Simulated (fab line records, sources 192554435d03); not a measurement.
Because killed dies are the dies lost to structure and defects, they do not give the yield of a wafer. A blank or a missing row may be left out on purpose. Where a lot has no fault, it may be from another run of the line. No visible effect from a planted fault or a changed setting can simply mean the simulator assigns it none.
Split-lot study + flow n5Finfet + route with 1938 steps; 7 lots, 21 wafers read

== THE SPLIT ITSELF ==
At N5_BEOL_M1_ETCH_70 (etches SOC in N2/H2, target depth 80 nm, overetch 16 nm, time 120 s), the setting timeS was moved away from the recipe's 120 s on 9 of the 21 wafers read, by -16.2% to +22.0%. For the rest of the wafers, this setting stayed at what the recipe calls for.

The reading is taken at the split's own step.

== THE READING ==
SiARC_of_BEOL_M1_COAT_68.thkNm (the simulator's own value, which no gauge read), in nm, at N5_BEOL_M1_ETCH_70 (etches SOC in N2/H2, target depth 80 nm, overetch 16 nm, time 120 s). The file gives no usual value for it. Average 6.4 nm, standard deviation 0.23 nm, over the 12 wafers here run with the recipe.

| wafer  | tool, chamber at the split | timeS as run, s | against the recipe | SiARC_of_BEOL_M1_COAT_68.thkNm, nm | against lot-mates on the recipe |
|--------|----------------------------|-----------------|--------------------|------------------------------------|---------------------------------|
| L074.1 | rieDiel-04, 3              | 146.4           | +22.0%             | 4.6                                | -1.8                            |
| L074.2 | rieDiel-04, 2              | 120             | recipe             | 6.4                                | -                               |
| L074.5 | rieDiel-04, 2              | 146.4           | +22.0%             | 5.2                                | -1.2                            |
| L075.1 | rieDiel-04, 2              | 120             | recipe             | 6.4                                | -                               |
| L075.2 | rieDiel-04, 1              | 120             | recipe             | 6                                  | -                               |
| L075.6 | rieDiel-04, 3              | 106.2           | -11.5%             | 6.6                                | +0.4                            |
| L079.4 | rieDiel-01, 0              | 120             | recipe             | 6.6                                | -                               |
| L079.5 | rieDiel-01, 2              | 120             | recipe             | 6.2                                | -                               |
| L079.6 | rieDiel-01, 1              | 120             | recipe             | 6.8                                | -                               |
| L080.1 | rieDiel-04, 0              | 120             | recipe             | 6.6                                | -                               |
| L080.4 | rieDiel-04, 3              | 120             | recipe             | 6                                  | -                               |
| L080.5 | rieDiel-04, 1              | 100.6           | -16.2%             | 7.2                                | +0.9                            |
| L085.1 | rieDiel-01, 0,1            | 128.8           | +7.3%              | 6.2                                | no lot-mate on the recipe       |
| L085.3 | rieDiel-01, 0,1            | 128.8           | +7.3%              | 6.2                                | no lot-mate on the recipe       |
| L085.6 | rieDiel-01, 3              | 128.8           | +7.3%              | 6                                  | no lot-mate on the recipe       |
| L087.1 | rieDiel-04, 0              | 120             | recipe             | 6.6                                | -                               |
| L087.3 | rieDiel-04, 2              | 120             | recipe             | 6.4                                | -                               |
| L087.5 | rieDiel-04, 2              | 120             | recipe             | 6.4                                | -                               |
| L096.1 | rieDiel-01, 0              | 120             | recipe             | 6.4                                | -                               |
| L096.3 | rieDiel-01, 2              | 101.8           | -15.2%             | 7                                  | +0.6                            |
| L096.4 | rieDiel-01, 3              | 101.8           | -15.2%             | 7.2                                | +0.8                            |
Rows listing several chambers each stand for several wafers; the file does not say which wafer went through which chamber.

FIT RESULTS
A straight line over all 21 wafers: SiARC_of_BEOL_M1_COAT_68.thkNm changes by -0.0544 nm for each +1% of timeS; r = -0.91; the points scatter about the line by 0.26 nm.
The same after taking each lot's own level away (the mean of its wafers on the recipe; 18 wafers): -0.0589 nm for each +1%; r = -0.94; scatter 0.23 nm.
That fit puts the effect of the largest move of timeS on the reading at 1.3 nm.
Across the lots, their own levels run from 6.20 to 6.53 nm, a range of 1.4 times the standard deviation given above.
The two slopes are in agreement: the lot-to-lot level therefore moves the slope only a little.
Check: -1.13 nm against its lot-mates is what the line predicts for one of the wafers moved furthest among these (+22.0%) when that wafer is left out of the fit. It came out at -1.8 nm against them.

== THESE WAFERS: OTHER SPLITS ==
Before the reading, these wafers also passed through other splits. Each is held against what the fit with the lots' levels taken away leaves over:
| other split on the same wafers      | wafers away from the commonest value | r with SiARC_of_BEOL_M1_COAT_68.thkNm (lot level and that fit taken away) |
|-------------------------------------|--------------------------------------|---------------------------------------------------------------------------|
| N5_DUMMY_GATE_ETCH_31 targetDepthA  | 6                                    | -0.05                                                                     |
| N5_SD_EPI_N_DESCUM_14 timeS         | 8                                    | +0.32                                                                     |
| N5_HKMG_FIN_HK_ALD_01 aldCycles     | 6                                    | +0.30                                                                     |
| N5_HKMG_FIN_EXPOSE_46 doseMj        | 3                                    | -0.39                                                                     |
| N5_HKMG_FIN_ETCH_55 biasW           | 6                                    | -0.22                                                                     |
| N5_GATE_CUT_ETCH_58 sourceW         | 6                                    | -0.28                                                                     |
| N5_MOL_CONTACT_COAG_COAT_34 spinRpm | 8                                    | +0.32                                                                     |
| N5_BEOL_M0_SAQP_COAT_08 spinRpm     | 7                                    | +0.07                                                                     |
| N5_BEOL_M0_SAQP_EXPOSE_11 doseMj    | 10                                   | +0.21                                                                     |

== THE FILE'S OWN FIT ==
SiARC_of_BEOL_M1_COAT_68.thkNm changes by -0.0567 nm for each +1% of timeS, r = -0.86.
